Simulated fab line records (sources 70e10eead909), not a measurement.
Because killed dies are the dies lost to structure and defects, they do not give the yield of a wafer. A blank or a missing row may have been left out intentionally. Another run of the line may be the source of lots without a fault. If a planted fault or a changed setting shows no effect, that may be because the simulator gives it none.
A struck lot beside a sound one :: flow nand harc :: 17 out of 1159 route steps
Sound: wafers L553.1, L553.2, L553.3. Wafers struck: L560.2, L560.4, L560.6. The cause comes at the end.
Order at every step that has rows: each side's tool, ch and its chambers, its first start. Under that, the readings that differ: sound wafers :: struck wafers :: difference of the means :: sigmas: that difference in standard deviations of wafers without a fault.
alike: same words and numbers on both sides, and readings whose means sit less than 2 such deviations apart. not compared: any withheld reading, any reading some wafer has no value for, any bound like >300 that may hide the same value, and any number with overlapping values for which the record gives no deviation.
A row with sigmas, a row that says differs or no value, or rows on one side alone: a step with any of these is where the two part. Numbers that don't overlap but have no deviation are shown without sigmas and don't part them. Lack of a reading on every wafer of one side parts them only where that side has two or more wafers.

NHARC_A_STAIRCASE_CMP_472: polishes SiO2.
  sound on cmp-01 ch 0,1,3, day 17 09:04; struck on cmp-02 ch 0,1, day 18 14:11
  alike: motor current A
following that, these wafers have no rows for 1 step: NHARC_A_STAIRCASE_SRD_474.
NHARC_A_STAIRCASE_INSPECT_155:
  sound on defect inspect-02 at day 17 09:24; struck on defect inspect-02 at day 18 14:32
  alike: raw defect count
NHARC_A_SGD_CUT_DEP_00: deposits SiNx, target thk 50 nm.
  sound on pecvd-02 ch 0,1,2, day 17 09:28; struck on pecvd-04 ch 1,2, day 18 14:39
  alike: heater power w
then, 7 steps without rows for these wafers: NHARC_A_SGD_CUT_DEHYDRATE_01 (time 120 s); NHARC_A_SGD_CUT_HMDS_02 (time 30 s); NHARC_A_SGD_CUT_COAT_56 (time 75 s); NHARC_A_SGD_CUT_COAT_57 (time 65 s); NHARC_A_SGD_CUT_COAT_03 (resist thk 90 nm); NHARC_A_SGD_CUT_SOFTBAKE_04 (time 55 s); NHARC_A_SGD_CUT_EBR_05.
NHARC_A_SGD_CUT_EXPOSE_06: exposes mask SGD.
  sound on arfi scanner-01 ch 0, day 17 10:03; struck on arfi scanner-01 ch 0, day 18 15:11
reading: exposure dose mJ cm2
sound: 85.57 85.51 85.53
struck: 72.27 72.20 72.27
difference: -13.29
sigmas: -99 or more
  alike: mask
then, 2 steps without rows for these wafers: NHARC_A_SGD_CUT_PEB_07 (peb time 65 s); NHARC_A_SGD_CUT_DEVELOP_08 (develop time 35 s).
NHARC_A_SGD_CUT_CD_MEAS_09: target cd 100 nm.
  sound on cd sem-02 ch 0, day 17 10:11; struck on cd sem-02 ch 0, day 18 15:19
reading: cd nm (nm)
sound: 99.9 100.3 100.0
struck: 89.8 89.5 89.0
difference: -10.6
sigmas: -25
NHARC_A_SGD_CUT_OVL_MEAS_10:
  sound on overlay-01 at day 17 10:17; struck on overlay-01 at day 18 15:25
reading: overlay x nm (nm)
sound: 1.3 1.1 1.2
struck: -0.8 -0.3 -1.0
difference: -1.9
sigmas: -3

reading: overlay y nm (nm)
sound: 0.5 0.1 0.1
struck: -1.4 -1.7 -1.6
difference: -1.8
sigmas: -2
-- the record jumps here: 10 days lie between the struck wafers' starts before and after (it left off in module A_SGD_CUT and takes up again in module END, whose first step shown is number 1159 of the route) --
NHARC_END_SORT_01:
  here the record holds rows for the struck wafers (prober-02 ch 0, day 28 07:02) but none for the sound ones

WHERE THEY PART
First at NHARC_A_SGD_CUT_EXPOSE_06; last, within this record, at NHARC_END_SORT_01.

WHY: the cause the simulator had injected
Process parameter drift: arfi scanner-01, from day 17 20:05 on, at NHARC_A_SGD_CUT_EXPOSE_06. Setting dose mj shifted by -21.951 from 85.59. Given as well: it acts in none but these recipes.
